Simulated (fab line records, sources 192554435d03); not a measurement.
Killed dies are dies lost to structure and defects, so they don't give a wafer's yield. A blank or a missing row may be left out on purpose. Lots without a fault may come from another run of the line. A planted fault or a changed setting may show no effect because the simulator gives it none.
Chamber matching | flow n5_finfet | N5_BEOL_M9_CURE_72 on uv_cure-03: 3 sister chambers
The step cures SiCOH lowk, time 120 s. 3 wafers are shown with their chamber, then 10 later ones without.

WAFERS WITH THEIR CHAMBER
wafer  | chamber | wafer_temp_C_max
L078.6 | 0       | 371.8
L082.6 | 2       | 372.1
L090.5 | 1       | 371.2

WAFERS WITHOUT THEIR CHAMBER
wafer  | wafer_temp_C_max
L090.6 | 371.2
L089.1 | 371.1
L089.5 | 371.0
L089.6 | 371.5
L096.1 | 371.7
L096.3 | 372.1
L096.6 | 371.9
L096.2 | 371.7
L096.4 | 372.6
L096.5 | 371.7

WHICH CHAMBER EACH WENT THROUGH
wafer  | from the rows above          | in truth
L090.6 | 1                            | 1
L089.1 | 1                            | 1
L089.5 | 1                            | 1
L089.6 | can't be placed: 0 or 1 or 2 | 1
L096.1 | can't be placed: 0 or 2 or 1 | 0
L096.3 | can't be placed: 2 or 0      | 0
L096.6 | can't be placed: 0 or 2      | 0
L096.2 | can't be placed: 0 or 2 or 1 | 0
L096.4 | can't be placed: 2 or 0      | 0
L096.5 | can't be placed: 0 or 2 or 1 | 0
Placed correctly: 3 of 10. Can't be placed from these rows: 7 (the true chamber is among the candidates in 7). Placed wrongly: 0.
How it was worked out, from the rows above alone: a wafer's distance from a chamber is the root of the sum, over the readings, of the square of ((its reading less the chamber's mean) divided by the reading's scatter). The wafer belongs to the nearest chamber; if the next one is less than 2 further off, it can't be placed. A chamber's mean is the mean of its shown wafers. The scatter: with one shown wafer a chamber, the root of the mean of the squares of how far each hidden wafer lies from its nearest shown one.
